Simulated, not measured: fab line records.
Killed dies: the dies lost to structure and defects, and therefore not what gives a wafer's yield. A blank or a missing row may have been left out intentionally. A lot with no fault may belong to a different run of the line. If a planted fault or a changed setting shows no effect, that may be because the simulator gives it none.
Matching of chambers / flow n5-finfet / 4 sister chambers for N5_BEOL_M6_ETCH_66 on rie-diel-05
The step etches SOC in N2/H2, target depth 80 nm, overetch 16 nm, time 120 s. 4 wafers are shown with their chamber, then 8 later ones without.

== WAFERS WITH THEIR CHAMBER ==
wafer=L087.1; chamber=0; showerhead-plenum-p-Torr (Torr)=2.69
wafer=L087.2; chamber=2; showerhead-plenum-p-Torr (Torr)=2.61
wafer=L087.3; chamber=3; showerhead-plenum-p-Torr (Torr)=2.49
wafer=L087.4; chamber=1; showerhead-plenum-p-Torr (Torr)=2.50

== WAFERS WITHOUT THEIR CHAMBER ==
wafer=L087.5; showerhead-plenum-p-Torr (Torr)=2.50
wafer=L087.6; showerhead-plenum-p-Torr (Torr)=2.61
wafer=L090.3; showerhead-plenum-p-Torr (Torr)=2.50
wafer=L090.4; showerhead-plenum-p-Torr (Torr)=2.48
wafer=L090.6; showerhead-plenum-p-Torr (Torr)=2.69
wafer=L096.3; showerhead-plenum-p-Torr (Torr)=2.60
wafer=L096.5; showerhead-plenum-p-Torr (Torr)=2.68
wafer=L096.6; showerhead-plenum-p-Torr (Torr)=2.60

== THE CHAMBER EACH PASSED THROUGH ==
wafer=L087.5; from the rows above=can't be placed: 1 or 3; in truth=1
wafer=L087.6; from the rows above=2; in truth=2
wafer=L090.3; from the rows above=can't be placed: 1 or 3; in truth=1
wafer=L090.4; from the rows above=can't be placed: 3 or 1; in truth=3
wafer=L090.6; from the rows above=0; in truth=0
wafer=L096.3; from the rows above=2; in truth=2
wafer=L096.5; from the rows above=0; in truth=0
wafer=L096.6; from the rows above=2; in truth=2
Correct placement for 5 of the 8. Not placeable from these rows: 3 (in 3, the candidates include the true chamber). Wrongly placed: 0.
How it was worked out, from the rows above alone: a wafer's distance from a chamber is the root of the sum, over the readings, of the square of ((its reading less the chamber's mean) divided by the reading's scatter). If the next closest chamber is less than 2 further off than the closest, the wafer can't be placed; otherwise it belongs to the closest. Each chamber's mean is taken over the wafers shown for it. The scatter (one wafer shown for each chamber): square how far every hidden wafer sits from the nearest shown wafer, average those squares and take the square root.
